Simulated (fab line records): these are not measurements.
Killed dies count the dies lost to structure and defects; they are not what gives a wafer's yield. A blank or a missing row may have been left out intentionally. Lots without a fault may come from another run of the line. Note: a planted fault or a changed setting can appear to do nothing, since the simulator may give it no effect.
A struck lot beside a sound one | flow n5Finfet | 38 steps out of a route of 1938
Sound: wafers L770.1, L770.3, L770.4. Struck: wafers L760.4, L760.5. (L760.1 of the same lot was not struck and is left out.) The cause comes at the end.
At each step with rows: each side's tool, then ch and its chambers, then its first start. Under that, the readings that differ: sound wafers | struck wafers | difference of the means | sigmas: that difference in standard deviations of wafers without a fault.
alike: readings whose means differ by less than 2 such deviations, and words and numbers that are the same on both sides. not compared: withheld readings, readings that some wafer has no value for, bounds like >300 that may hide the same value, and numbers for which the record gives no deviation and whose values overlap.
The two part at a step that has a row with sigmas, a row that says differs or no value, or rows on one side only. Non-overlapping numbers with no deviation appear without sigmas and do not part them. Lack of a reading on every wafer of one side parts them only where that side has two or more wafers.

first, 10 steps without rows for these wafers: N5_MOL_CONTACT_COAG_CO_FILL_22 (material Co, precursor CCTBA/H2, target thk 20 nm); N5_MOL_CONTACT_COAG_ANNEAL_113 (time 300 s); N5_MOL_CONTACT_COAG_PRE_CLEAN_142 (time 60 s); N5_MOL_CONTACT_COAG_SPUTTER_130 (material Co, target thk 47.5 nm); N5_MOL_CONTACT_COAG_PRECLEAN_125 (cleans in DIW, time 57.5 s); N5_MOL_CONTACT_COAG_SRD_126 (dry time 32 s); N5_MOL_CONTACT_COAG_CMP_23 (polishes, stops on SiO2, t overpolish 1.5 s, target thk 0 nm); N5_MOL_CONTACT_COAG_WET_ETCH_26 (target Co, target depth 13 nm); N5_MOL_CONTACT_COAG_WET_ETCH_116 (etches the open film in SC1-inhibited, target depth 4.6 nm, rinse time 30 s); N5_MOL_CONTACT_COAG_ALD_27 (deposits SiOC, target thk 17 nm, pulse time 1.5 s, time 2720 s).
N5_MOL_CONTACT_COAG_CMP_28: polishes, stops on SiNx, t overpolish 0.85 s, target thk 14.522 nm.
  sound on cmp-02 ch 1,2,3, day 10 07:00; struck on cmp-03 ch 0, day 7 17:27
reading               | sound             | struck      | difference | sigmas
headPressurePsi (psi) | 4.150 4.153 4.144 | 6.360 6.359 | +2.211     | +99 or more
motorCurrentA (A)     | 11.3 11.6 9.1     | 16.7 16.2   | +5.8       | +4
  alike: timeToEndpointS
then, 23 steps without rows for these wafers: N5_MOL_CONTACT_COAG_ALD_123 (deposits SiNx, target thk 5 nm, pulse time 1 s, purge time 2 s); N5_MOL_CONTACT_COAG_PECVD_31 (deposits SiO2 from TEOS/O2, target thk 46 nm, time 8.9 s); N5_MOL_CONTACT_COAG_COAT_75 (time 60 s, resist thk 60 nm); N5_MOL_CONTACT_COAG_COAT_76 (time 60 s, resist thk 10 nm); N5_MOL_CONTACT_COAG_COAT_77 (time 60 s, resist thk 10 nm); N5_MOL_CONTACT_COAG_COAT_78 (resist thk 40 nm); N5_MOL_CONTACT_COAG_EBR_80; N5_MOL_CONTACT_COAG_SOFTBAKE_79 (time 60 s); N5_MOL_CONTACT_COAG_EXPOSE_81 (exposes mask VG, defocus 0 nm); N5_MOL_CONTACT_COAG_PEB_82 (peb time 60 s); N5_MOL_CONTACT_COAG_DEVELOP_83 (develop time 30 s); N5_MOL_CONTACT_COAG_DESCUM_88 (chemistry O2, time 7 s); N5_MOL_CONTACT_COAG_ETCH_89 (etches underlayer in N2/H2, target depth 13 nm, time 10.4 s); N5_MOL_CONTACT_COAG_ETCH_90 (etches SiARC in CF4, target depth 13 nm, time 21.7 s); N5_MOL_CONTACT_COAG_ALD_131 (deposits SiO2, target thk 5 nm, pulse time 1 s, co reactant pulse time 1 s); N5_MOL_CONTACT_COAG_ETCHBACK_132 (etches SiO2 in CHF3, target depth 10 nm, time 6.7 s); N5_MOL_CONTACT_COAG_ETCH_91 (etches SOC in N2/H2, target depth 60 nm, overetch 21 nm, time 101.2 s); N5_MOL_CONTACT_COAG_STRIP_92 (strips in N2/H2); N5_MOL_CONTACT_COAG_STRIP_93 (strips in N2/H2); N5_MOL_CONTACT_COAG_ETCHBACK_135 (etches SiO2 in CHF3, target depth 25 nm, time 16.7 s); N5_MOL_CONTACT_COAG_STRIP_118 (strips in CHF3); N5_MOL_CONTACT_COAG_VIA_ETCH_46 (etches SiO2 in C4F6/O2, target depth 46 nm, overetch 9.2 nm, time 40 s); N5_MOL_CONTACT_COAG_STRIP_96 (strips in N2/H2).
N5_MOL_CONTACT_COAG_ETCH_47: etches SiNx in CH3F/O2, stops on W, target depth 27 nm.
  sound on rieDiel-01 ch 0,1,3, day 10 09:47; struck on rieDiel-03 ch 0,3, day 7 19:17
reading                 | sound             | struck     | difference | sigmas
etchRfOnTimeS (s)       | 31.5 31.7 31.3    | 30.1 30.6  | -1.1       | -2
model.etch.depthNm (nm) | 17.91 17.92 17.99 | 17.8 17.77 | -0.2       | 
  alike: O2_flow_sccm, drypumpMotorCurrentA, oesProductAu, rfVppV, showerheadPlenumPTorr, throttleValvePct
  not compared: rfHoursCounterH
then, 1 step without rows for these wafers: N5_MOL_CONTACT_COAG_STRIP_119 (strips in N2/H2, time 30 s).
-- the record jumps here: 3 days lie between the struck wafers' starts before and after (it left off in module MOL_CONTACT_COAG and takes up again in module BEOL_M4, whose first step shown is number 1111 of the route) --
N5_BEOL_M4_RC_MEAS_101:
  sound on prober-02 ch 0, day 13 18:03; struck on prober-01 ch 0, day 10 15:53
  alike: DIBL_N, DIBL_P, IOFF_N, IOFF_P, ION_N, ION_P, SS_N, SS_P, VT_N, VT_P
-- a jump in the record: the struck wafers' starts before and after are 5 days apart (it breaks off in module BEOL_M4 and resumes in module PASSIVATION, where the first step shown is number 1936 of the route) --
N5_PASSIVATION_PROBE_49:
  struck on prober-01, day 15 10:18; sound on prober-02, day 18 09:14
  alike: defectLimitedYield, killed_at_M0_to_M3, killed_at_M4_up, killedAtContacts, killedAtFrontEnd, killedAtOther, killedDies, killedOpen, killedShort, sort_bin_5_function, sort_bin_6_memory, sortNPass, sortYieldPct

== WHERE THEY PART ==
Last at N5_MOL_CONTACT_COAG_ETCH_47 as far as this record goes, first at N5_MOL_CONTACT_COAG_CMP_28. Later steps at which nothing parts them and some readings are alike: N5_BEOL_M4_RC_MEAS_101, N5_PASSIVATION_PROBE_49.

WHY: whatever the simulator had introduced
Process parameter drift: cmp-03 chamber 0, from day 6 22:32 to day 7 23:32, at N5_MOL_CONTACT_COAG_CMP_28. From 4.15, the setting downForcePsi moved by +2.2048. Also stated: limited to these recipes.
